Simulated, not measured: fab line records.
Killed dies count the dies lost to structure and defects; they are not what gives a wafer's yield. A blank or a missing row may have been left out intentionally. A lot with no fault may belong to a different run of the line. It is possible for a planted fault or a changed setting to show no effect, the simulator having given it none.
Which tool did it? | flow n5Finfet | 13 lots, 37 wafers sampled, at 5 steps of a route of 1938

WHAT THE GAUGES READ, wafer by wafer
No reading from a measuring or inspecting step in the record can be judged against a usual standard deviation.

WHAT TOOL EACH LOT RAN ON (gives the tool, then ch and the chambers of the sampled wafers, and finally the start)
lot  | N5_BEOL_M15_PRE_CLEAN_42    | N5_MIM_BOT_DEGAS_01         | N5_MIM_TOP_ALD_01               | N5_MIM_TOP_ALD_02                          | N5_PASSIVATION_PROBE_49
L722 | pvdSputter-01, day 13 11:52 | pvdSputter-02, day 13 15:25 | aldHk-01 ch 0,3, day 13 15:00   | aldHk-01 ch 0,3, no start                  | -
L721 | pvdSputter-01, day 13 19:26 | pvdSputter-03, day 13 23:25 | aldHk-03 ch 1,3, day 13 23:00   | aldHk-03 ch 1,3, no start                  | -
L723 | pvdSputter-02, day 13 19:28 | pvdSputter-03, day 13 23:32 | aldHk-02 ch 0,2,3, day 13 23:00 | aldHk-02 ch 0,2,3, no start                | -
L724 | pvdSputter-01, day 14 10:37 | pvdSputter-03, day 14 13:49 | aldHk-01 ch 0,1,2, day 14 14:00 | aldHk-01 ch 0,1,2, no start                | -
L728 | pvdSputter-02, day 15 00:44 | pvdSputter-03, day 15 03:36 | aldHk-01 ch 0,3, day 15 03:00   | aldHk-01 ch 0,3, no start                  | -
L730 | pvdSputter-02, day 15 08:34 | pvdSputter-01, day 15 11:38 | aldHk-01 ch 2,3, day 15 11:00   | aldHk-01 ch 2,3, no start                  | -
L736 | pvdSputter-01, day 16 15:38 | pvdSputter-02, day 16 18:09 | aldHk-02 ch 0,2,3, day 16 18:00 | aldHk-02 ch 0,2,3, no start                | -
L734 | pvdSputter-03, day 16 18:04 | pvdSputter-01, day 16 21:25 | aldHk-01 ch 0,1,2, day 16 21:00 | aldHk-01 ch 0,1,2, day 17 10:14 or earlier | prober-01, day 17 10:14
L740 | pvdSputter-02, day 17 10:25 | pvdSputter-02, day 17 13:21 | aldHk-03 ch 0,2, day 17 13:00   | aldHk-03 ch 0,2, no start                  | -
L738 | pvdSputter-03, day 17 10:26 | pvdSputter-01, day 17 13:22 | aldHk-02 ch 0,2,3, day 17 13:00 | aldHk-02 ch 0,2,3, no start                | -
L739 | pvdSputter-01, day 18 12:35 | pvdSputter-01, day 18 15:22 | aldHk-02 ch 0,3, day 18 15:00   | aldHk-02 ch 0,3, no start                  | -
L737 | pvdSputter-02, day 19 00:40 | pvdSputter-03, day 19 03:38 | aldHk-02 ch 1,2, day 19 03:00   | aldHk-02 ch 1,2, no start                  | -
L744 | pvdSputter-03, day 20 03:40 | pvdSputter-02, day 20 07:10 | aldHk-03 ch 1,3, day 20 07:00   | aldHk-03 ch 1,3, no start                  | -
- N5_BEOL_M15_PRE_CLEAN_42: time 30 s.
- N5_MIM_BOT_DEGAS_01: time 60 s.
- N5_MIM_TOP_ALD_01: deposits HfO2, target thk 5.6 nm, pulse time 1 s, purge time 3 s.
- N5_MIM_TOP_ALD_02: deposits Al2O3, purge time 3 s, co reactant pulse time 3 s.
- N5_PASSIVATION_PROBE_49

AS READ BY THE TOOLS THEMSELVES (means over the sampled wafers that have a number; for cases with no such wafer, the mark the record gives instead)
N5_BEOL_M15_PRE_CLEAN_42. Usual: heaterPowerW reads 458 W (standard deviation 62).
lot  | tool          | heaterPowerW (W) | flag
L722 | pvdSputter-01 | 526              | 
L721 | pvdSputter-01 | 456              | 
L723 | pvdSputter-02 | 428              | 
L724 | pvdSputter-01 | 489              | 
L728 | pvdSputter-02 | 394              | 
L730 | pvdSputter-02 | 428              | 
L736 | pvdSputter-01 | 514              | 
L734 | pvdSputter-03 | 395              | 
L740 | pvdSputter-02 | 412              | 
L738 | pvdSputter-03 | 385              | 
L739 | pvdSputter-01 | 489              | 
L737 | pvdSputter-02 | 410              | 
L744 | pvdSputter-03 | 387              | 

N5_MIM_BOT_DEGAS_01. Usual: heaterPowerW reads 465 W (standard deviation 64).
lot  | tool          | heaterPowerW (W) | flag
L722 | pvdSputter-02 | 422              | 
L721 | pvdSputter-03 | 381              | 
L723 | pvdSputter-03 | 498              | 
L724 | pvdSputter-03 | 470              | 
L728 | pvdSputter-03 | 433              | 
L730 | pvdSputter-01 | 514              | 
L736 | pvdSputter-02 | 420              | 
L734 | pvdSputter-01 | 466              | 
L740 | pvdSputter-02 | 441              | 
L738 | pvdSputter-01 | 454              | 
L739 | pvdSputter-01 | 508              | 
L737 | pvdSputter-03 | 396              | 
L744 | pvdSputter-02 | 414              | 

N5_MIM_TOP_ALD_01. Usual: precursorPulseHeightRel reads 1.001 (standard deviation 0.019).
lot  | tool     | precursorPulseHeightRel | flag
L722 | aldHk-01 | 1.012                   | 
L721 | aldHk-03 | 1.003                   | 
L723 | aldHk-02 | 0.991                   | 
L724 | aldHk-01 | 1.007                   | 
L728 | aldHk-01 | 0.997                   | 
L730 | aldHk-01 | 1.010                   | 
L736 | aldHk-02 | 0.994                   | 
L734 | aldHk-01 | 1.008                   | 
L740 | aldHk-03 | 1.016                   | 
L738 | aldHk-02 | 0.997                   | 
L739 | aldHk-02 | 1.015                   | 
L737 | aldHk-02 | 0.996                   | 
L744 | aldHk-03 | 1.011                   | 

N5_MIM_TOP_ALD_02. Usual: precursorPulseHeightRel reads 1.001 (standard deviation 0.02).
lot  | tool     | precursorPulseHeightRel | flag
L722 | aldHk-01 | 1.031                   | 
L721 | aldHk-03 | 1.002                   | 
L723 | aldHk-02 | 0.995                   | 
L724 | aldHk-01 | 1.019                   | 
L728 | aldHk-01 | 1.000                   | 
L730 | aldHk-01 | 1.010                   | 
L736 | aldHk-02 | 1.006                   | 
L734 | aldHk-01 | 1.010                   | 
L740 | aldHk-03 | 1.004                   | 
L738 | aldHk-02 | 1.003                   | 
L739 | aldHk-02 | 0.993                   | 
L737 | aldHk-02 | 1.008                   | 
L744 | aldHk-03 | 0.987                   | 

N5_PASSIVATION_PROBE_49. Usual: defectLimitedYield 91.1 %, standard deviation 1.4; killed_at_M0_to_M3 34, standard deviation 10; killed_at_M4_up 14, standard deviation 5.5; killedAtContacts 12, standard deviation 5.1; killedAtFrontEnd 41, standard deviation 12; killedAtOther 4, standard deviation 3.1; killedDies 105, standard deviation 17; killedOpen 70, standard deviation 13; killedShort 33, standard deviation 7.6; sort_bin_5_function 5.3 %, standard deviation 0.98; sort_bin_6_memory 3.3 %, standard deviation 0.67; sortNPass 1075, standard deviation 17; sortYieldPct 91.1 %, standard deviation 1.4.
lot  | tool      | defectLimitedYield (%) | killed_at_M0_to_M3 | killed_at_M4_up | killedAtContacts | killedAtFrontEnd | killedAtOther | killedDies | killedOpen | killedShort | sort_bin_5_function (%) | sort_bin_6_memory (%) | sortNPass | sortYieldPct (%) | flag
L734 | prober-01 | 92.5                   | 23                 | 9               | 14               | 37               | 5             | 88         | 52         | 36          | 4.4                     | 2.8                   | 1092      | 92.5             | 

THE ANSWER, worked out from the rows above alone
Rule: lot off if the mean of its wafers having a number is beyond 3 standard deviations from the usual mean. A lot without any number at a reading at which 4 lots or more have one is off too. The other lots that the step has rows for count as sound. The gauges are gone through in route order, then the tools' own readings, and for those a lot's mean is taken as printed above. The first step at which some lot is off is used, and at that step the reading that is off furthest; a lot without a number counts as furthest.
No lot is off at any reading shown: from this, nothing can be told.

WHAT THE SIMULATOR HAD PUT IN
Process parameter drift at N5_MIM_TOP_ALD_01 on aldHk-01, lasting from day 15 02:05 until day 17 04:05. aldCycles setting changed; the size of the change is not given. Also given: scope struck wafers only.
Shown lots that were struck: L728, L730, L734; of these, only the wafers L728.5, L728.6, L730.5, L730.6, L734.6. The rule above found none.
